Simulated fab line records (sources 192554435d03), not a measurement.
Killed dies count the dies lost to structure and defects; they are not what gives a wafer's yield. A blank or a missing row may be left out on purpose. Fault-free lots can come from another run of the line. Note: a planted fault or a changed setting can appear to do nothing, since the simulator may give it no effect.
Chamber matching || flow n5-finfet || 4 sister chambers for N5_ZERO_LAYER_DESCUM_16 on rie-diel-03
The step chemistry O2, time 7.9 s. 4 wafers are shown with their chamber, then 12 later ones without.

EACH WAFER AND ITS CHAMBER
{"wafer": "L081.5", "chamber": 2, "showerhead-plenum-p-Torr (Torr)": 2.11}
{"wafer": "L085.2", "chamber": 1, "showerhead-plenum-p-Torr (Torr)": 1.97}
{"wafer": "L085.3", "chamber": 0, "showerhead-plenum-p-Torr (Torr)": 2.11}
{"wafer": "L085.6", "chamber": 3, "showerhead-plenum-p-Torr (Torr)": 2.11}

WAFERS WHOSE CHAMBER IS MISSING
{"wafer": "L086.2", "showerhead-plenum-p-Torr (Torr)": 2.11}
{"wafer": "L086.3", "showerhead-plenum-p-Torr (Torr)": 2.11}
{"wafer": "L086.4", "showerhead-plenum-p-Torr (Torr)": 1.97}
{"wafer": "L090.2", "showerhead-plenum-p-Torr (Torr)": 2.10}
{"wafer": "L090.3", "showerhead-plenum-p-Torr (Torr)": 2.10}
{"wafer": "L090.4", "showerhead-plenum-p-Torr (Torr)": 1.97}
{"wafer": "L091.3", "showerhead-plenum-p-Torr (Torr)": 2.10}
{"wafer": "L091.4", "showerhead-plenum-p-Torr (Torr)": 1.97}
{"wafer": "L091.6", "showerhead-plenum-p-Torr (Torr)": 2.10}
{"wafer": "L097.1", "showerhead-plenum-p-Torr (Torr)": 2.10}
{"wafer": "L097.5", "showerhead-plenum-p-Torr (Torr)": 2.10}
{"wafer": "L097.6", "showerhead-plenum-p-Torr (Torr)": 1.96}

WHICH CHAMBER EACH ONE RAN IN
{"wafer": "L086.2", "from the rows above": "can't be placed: 0 or 2 or 3", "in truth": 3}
{"wafer": "L086.3", "from the rows above": "can't be placed: 0 or 2 or 3", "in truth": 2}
{"wafer": "L086.4", "from the rows above": 1, "in truth": 1}
{"wafer": "L090.2", "from the rows above": "can't be placed: 0 or 2 or 3", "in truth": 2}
{"wafer": "L090.3", "from the rows above": "can't be placed: 0 or 2 or 3", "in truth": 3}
{"wafer": "L090.4", "from the rows above": 1, "in truth": 1}
{"wafer": "L091.3", "from the rows above": "can't be placed: 0 or 2 or 3", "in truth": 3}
{"wafer": "L091.4", "from the rows above": 1, "in truth": 1}
{"wafer": "L091.6", "from the rows above": "can't be placed: 0 or 2 or 3", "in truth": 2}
{"wafer": "L097.1", "from the rows above": "can't be placed: 0 or 2 or 3", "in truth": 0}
{"wafer": "L097.5", "from the rows above": "can't be placed: 0 or 2 or 3", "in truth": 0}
{"wafer": "L097.6", "from the rows above": 1, "in truth": 1}
Placed correctly: 4 of 12. Unplaceable from these rows: 8, with the true chamber sitting among the candidates in 8. Number placed wrongly: 0.
How it was worked out, from the rows above alone: a wafer's distance from a chamber is the root of the sum, over the readings, of the square of ((its reading less the chamber's mean) divided by the reading's scatter). If the next closest chamber is less than 2 further off than the closest, the wafer can't be placed; otherwise it belongs to the closest. The mean given for a chamber averages the wafers shown for that chamber. The scatter (one wafer shown for each chamber): square how far every hidden wafer sits from the nearest shown wafer, average those squares and take the square root.
